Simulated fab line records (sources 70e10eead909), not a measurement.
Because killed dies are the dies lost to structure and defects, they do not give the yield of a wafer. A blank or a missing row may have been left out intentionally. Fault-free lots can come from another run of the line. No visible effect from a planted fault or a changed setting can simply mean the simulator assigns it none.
Chamber matching	flow nand_harc	NHARC_THIN_TSV_DEP_43 on pecvd-01: 3 sister chambers
The step deposits SiO2, target thk 1328.5 nm. 14 wafers are shown with their chamber, then 7 later ones without.

## WAFERS, EACH WITH ITS CHAMBER
wafer	chamber	throttle_valve_pct (%)
L909.1	1	16.5
L909.5	0	16.3
L909.6	2	14.6
L911.2	1	16.6
L911.4	2	14.7
L911.6	0	16.2
L912.1	0	16.4
L912.5	0	16.4
L912.6	1	17.1
L918.3	2	14.7
L918.4	0	16.6
L918.5	1	16.8
L931.4	1	16.6
L931.5	0	16.5

SIGNATURES (averages over the wafers above)
reading	chamber 0	chamber 1	chamber 2	scatter within a chamber
throttle_valve_pct	16.400	16.720	14.667	0.174
Rule: for each reading, subtract the chamber's mean from the wafer's reading, divide by that reading's scatter and square the result; add these up over the readings and take the root, which gives the wafer's distance from the chamber. The wafer belongs to the nearest chamber; if the next one is less than 2 further off, it can't be placed. The scatter: take each reading less its chamber's mean, square it, sum over the shown wafers, divide by the number of wafers less the number of chambers, and take the root.

## WAFERS WITH NO CHAMBER GIVEN
wafer	throttle_valve_pct (%)
L931.6	14.7
L930.1	16.6
L930.3	14.6
L930.4	16.4
L932.1	16.3
L932.4	16.5
L932.6	14.7

## EACH ONE'S CHAMBER
wafer	from the rows above	in truth
L931.6	2	2
L930.1	can't be placed: 1 or 0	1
L930.3	2	2
L930.4	can't be placed: 0 or 1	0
L932.1	can't be placed: 0 or 1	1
L932.4	can't be placed: 0 or 1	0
L932.6	2	2
Placed correctly: 3 of 7. These rows do not allow placing 4 (true chamber among the candidates in 4). Placed wrongly: 0.
